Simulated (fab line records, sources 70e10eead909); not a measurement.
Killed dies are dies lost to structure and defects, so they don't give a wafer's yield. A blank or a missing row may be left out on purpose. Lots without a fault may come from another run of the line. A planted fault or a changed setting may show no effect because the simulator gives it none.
fab line records | flow nand_harc
record lots=5 wafers=15 last_day=32
route steps=1302 shown P_STI@107 P_GATE@110 END@1302
lots that met no fault: from a run of the same line without faults
start_h: hours from the record's first day to the start of the lot's first wafer shown | wait_h: hours since the lot's step before | " the same as in the row above | L1.1+2: a row that stands for several wafers | - no value, or no start given | * or withheld: withheld | < > ~ a bound
route shown NAME@n: a module of which the file shows steps, and the number in the route of the first | usual: mean/standard deviation of fault-free wafers | same: alike in all rows | chamber/n: place in a boat | sites: the reading at each site | _std_site: their standard deviation | _edge_site: outer sites' mean less inner sites' | radius_mm: how far each site lies from the wafer's centre | mask NAME#n: copy n | behind: the tool/chamber that last shaped the wafer | hold: why the lot was held/for how many hours/how that ended | device: the transistor (n, p or np) that didn't switch | end of line: the same wafers' tests at the end of the route | a step without rows: its recipe alone | killed: dies lost to structure and defects at the first sort, not the wafer's yield | map: a wafer's dies, x killed, . not, _ none there
set.NAME: the setting as run; set.NAME@STEP: as run at that earlier step | model.NAME: the simulator's own value behind a step, which no gauge read
lots at some steps of the route; a table a step, a row a wafer
services: from which hour (start_h, from the record's first day; less than 0 if before it) a tool's chamber was out of use, for how many hours, and why
## steps
# step NHARC_P_STI_SRD_39
# step NHARC_P_STI_OXIDE_40
# recipe target_thk_a=100 temp_c=900 ox_time_s=1362 material=SiO2
# step NHARC_P_STI_INSPECT_25
# usual raw_defect_count=214/65
# columns lot.wafer tool chamber start_h wait_h raw_defect_count
L279.2 defect_inspect-02 - 91.77 0.4 233
L279.3 " - " " 155
L279.6 " - " " 268
L281.2 defect_inspect-01 - 108.50 0.4 198
L281.5 " - " " 235
L281.6 " - " " 188
L289.1 defect_inspect-02 - 193.34 0.4 287
L289.3 " - " " 274
L289.4 " - " " 311
L296.1 defect_inspect-02 - 264.76 0.4 205
L296.2 " - " " 136
L296.3 " - " " 197
L298.2 defect_inspect-01 - 279.97 0.4 425
L298.3 " - " " 382
L298.5 " - " " 292
# step NHARC_P_GATE_ETCH_69
# recipe target_depth_a=140 chemistry=dHF material=SiO2
# step NHARC_P_GATE_PRECLEAN_70
# recipe time_s=* temp_c=50 bath_age_min=0 chemistry=SC1
# step NHARC_P_GATE_SRD_01
# step NHARC_P_GATE_OXIDE_02
# recipe target_thk_a=375 temp_c=950 p_h2o_torr=720 ox_time_s=365 material=SiO2
# step NHARC_P_GATE_DEHYDRATE_03
# recipe temp_c=150 time_s=120
# step NHARC_P_GATE_HMDS_04
# recipe time_s=30
# step NHARC_P_GATE_COAT_05
# recipe spin_rpm=4690
# step NHARC_P_GATE_SOFTBAKE_06
# recipe temp_c=122 time_s=95
# step NHARC_P_GATE_EBR_07
# step NHARC_P_GATE_EXPOSE_08
# recipe na=0.6 dose_mj=16.75 mask_id=P_HV
# columns lot.wafer tool chamber start_h wait_h mask
L279.2+3+6 krf_scanner-02 0 103.22 - P_HV#0
L281.2+5+6 krf_scanner-01 0 116.80 - P_HVPW#0
L289.1+3+4 krf_scanner-02 0 201.40 - P_HV#0
L296.1+2+3 krf_scanner-01 0 273.14 - P_HV#0
L298.2+3+5 krf_scanner-02 0 288.21 - P_HV#0
# step NHARC_P_GATE_PEB_09
# recipe peb_temp_c=118 peb_time_s=85
# step NHARC_P_GATE_DEVELOP_10
# recipe time_s=70
# step NHARC_P_GATE_CD_MEAS_11
# recipe target_cd_nm=1640 landing_energy_ev=500
# usual cd_nm=1638.4/1.6
# columns lot.wafer tool chamber start_h wait_h cd_nm
L279.2 cd_sem-01 0 103.37 - 1638.4
L279.3 " 0 " " 1636.7
L279.6 " 0 " " 1637.3
L281.2 cd_sem-02 0 116.95 - -
L281.5 " 0 " " -
L281.6 " 0 " " -
L289.1 cd_sem-01 0 201.56 - 1637.1
L289.3 " 0 " " 1637.6
L289.4 " 0 " " 1636.1
L296.1 cd_sem-03 0 273.30 - 1639.7
L296.2 " 0 " " 1638.9
L296.3 " 0 " " 1639.0
L298.2 cd_sem-01 0 288.36 - 1638.6
L298.3 " 0 " " 1638.8
L298.5 " 0 " " 1638.0
# step NHARC_P_GATE_HARDBAKE_12
# recipe temp_c=125 time_s=80
# step NHARC_END_SORT_01
# recipe temp_c=25
# usual killed_at_array=56/18 killed_at_other=1.4/1.5 killed_at_periphery=4/3.1 killed_dies=61/19 killed_open=3.5/1.8 killed_short=2.4/1.4
# same gross_dies=677
# columns lot.wafer tool chamber start_h wait_h killed_at_array killed_at_other killed_at_periphery killed_dies killed_open killed_short
L281.2 prober-02 0 601.75 2.8 73 2 602 677 6 3
L281.5 prober-02 0 604.10 3.6 73 4 600 677 2 2
L281.6 prober-02 0 604.88 3.9 78 3 596 677 4 2
# killed by level:class
L281.2 P_GATE:area_expose=598 A_CHANNEL_HOLE_D2:chamber_film_flake=31 A_CHANNEL_HOLE_D1:chamber_film_flake=26 A_STAIRCASE:chamber_film_flake=3 A_BLC:geometric_particle:open=2 A_M0:geometric_particle:open=2 A_DECK1_JOINT:chamber_film_flake=2 A_CHANNEL_FILL_D2:chamber_film_flake=2
L281.5 P_GATE:area_expose=594 A_CHANNEL_HOLE_D2:chamber_film_flake=31 A_CHANNEL_HOLE_D1:chamber_film_flake=30 THIN_TSV:chamber_film_flake=4 P_STI:chamber_film_flake=3 A_CHANNEL_FILL_D2:chamber_film_flake=3 P_ZERO_WELL:chamber_film_flake=2 A_WL_FILL:chamber_film_flake=2
L281.6 P_GATE:area_expose=595 A_CHANNEL_HOLE_D2:chamber_film_flake=35 A_CHANNEL_HOLE_D1:chamber_film_flake=30 A_CHANNEL_FILL_D2:chamber_film_flake=3 THIN_TSV:chamber_film_flake=3 A_WL_FILL:geometric_particle:open=2 A_BONDPAD:chamber_film_flake=2 P_CONTACT:geometric_particle:open=1
# map L281.2 (x killed, . not)
____________x____________
_________xxxxxxx_________
_______xxxxxxxxxxx_______
______xxxxxxxxxxxxx______
_____xxxxxxxxxxxxxxx_____
____xxxxxxxxxxxxxxxxx____
____xxxxxxxxxxxxxxxxx____
___xxxxxxxxxxxxxxxxxxx___
___xxxxxxxxxxxxxxxxxxx___
__xxxxxxxxxxxxxxxxxxxxx__
__xxxxxxxxxxxxxxxxxxxxx__
_xxxxxxxxxxxxxxxxxxxxxxx_
_xxxxxxxxxxxxxxxxxxxxxxx_
_xxxxxxxxxxxxxxxxxxxxxxx_
_xxxxxxxxxxxxxxxxxxxxxxx_
_xxxxxxxxxxxxxxxxxxxxxxx_
xxxxxxxxxxxxxxxxxxxxxxxxx
xxxxxxxxxxxxxxxxxxxxxxxxx
xxxxxxxxxxxxxxxxxxxxxxxxx
xxxxxxxxxxxxxxxxxxxxxxxxx
xxxxxxxxxxxxxxxxxxxxxxxxx
_xxxxxxxxxxxxxxxxxxxxxxx_
_xxxxxxxxxxxxxxxxxxxxxxx_
_xxxxxxxxxxxxxxxxxxxxxxx_
_xxxxxxxxxxxxxxxxxxxxxxx_
_xxxxxxxxxxxxxxxxxxxxxxx_
__xxxxxxxxxxxxxxxxxxxxx__
__xxxxxxxxxxxxxxxxxxxxx__
___xxxxxxxxxxxxxxxxxxx___
___xxxxxxxxxxxxxxxxxxx___
____xxxxxxxxxxxxxxxxx____
____xxxxxxxxxxxxxxxxx____
_____xxxxxxxxxxxxxxx_____
______xxxxxxxxxxxxx______
_______xxxxxxxxxxx_______
_________xxxxxxx_________
____________x____________
# map L296.2 (x killed, . not)
____________.____________
_________......._________
_______..........._______
______.............______
_____...........x..._____
____...........x...x.____
____..........x..xxx.____
___............xx.xx.x___
___...................___
__.............x.xx....__
__................x....__
_.................x..x.._
_......................._
_................x......_
_..x................x.x._
_......................._
.........................
x........x...............
.........................
.........................
............x......x.....
_......................._
_...................x..._
_...............x.x....._
_.............x........._
_.................x....._
__.....................__
__................x....__
___...................___
___...................___
____.................____
____...............x.____
_____..............._____
______............x______
_______..........._______
_________......._________
____________.____________
## services
# columns tool chamber start_h hours kind
krf_scanner-02 - 94.00 4.0 pm
krf_scanner-01 - 111.27 0.3 repair
krf_scanner-01 - 140.00 4.0 pm
krf_scanner-01 0 162.71 - calibration
krf_scanner-01 - 169.85 5.5 repair
krf_scanner-02 - 187.31 1.5 repair
krf_scanner-02 0 202.88 - calibration
krf_scanner-02 - 266.00 4.0 pm
## key
first_sign step=NHARC_P_GATE_EXPOSE_08 reading=mask direction=changed
effect step=NHARC_P_GATE_CD_MEAS_11 reading=cd_nm direction=missing
effect step=NHARC_END_SORT_01 reading=killed_at_periphery direction=up sigmas=99+ usual=4 struck=599
more_kills_born_at NHARC_P_GATE_EXPOSE_08@krf_scanner-01=1787
met_at NHARC_P_GATE_EXPOSE_08
struck_wafers L281.2,L281.5,L281.6
later_rows_left_out L281.2,L281.5,L281.6
tester_left_out L281
fault kind=wrong_mask tool=any chamber=- onset_h=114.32 steps=NHARC_P_GATE_EXPOSE_08 aux_copy=P_HVPW#0 scope=struck_lots_only
# tester_left_out: of these lots the tester's yield and bins aren't shown, on N5 and GAA mostly nor the transistor test; their killed dies are dies lost to structure and defects alone, not to doping, threshold or leakage, so they don't give the yield
# later_rows_left_out: the simulator's readings of these wafers behind a module that went badly wrong aren't trusted and aren't shown, but for the sort
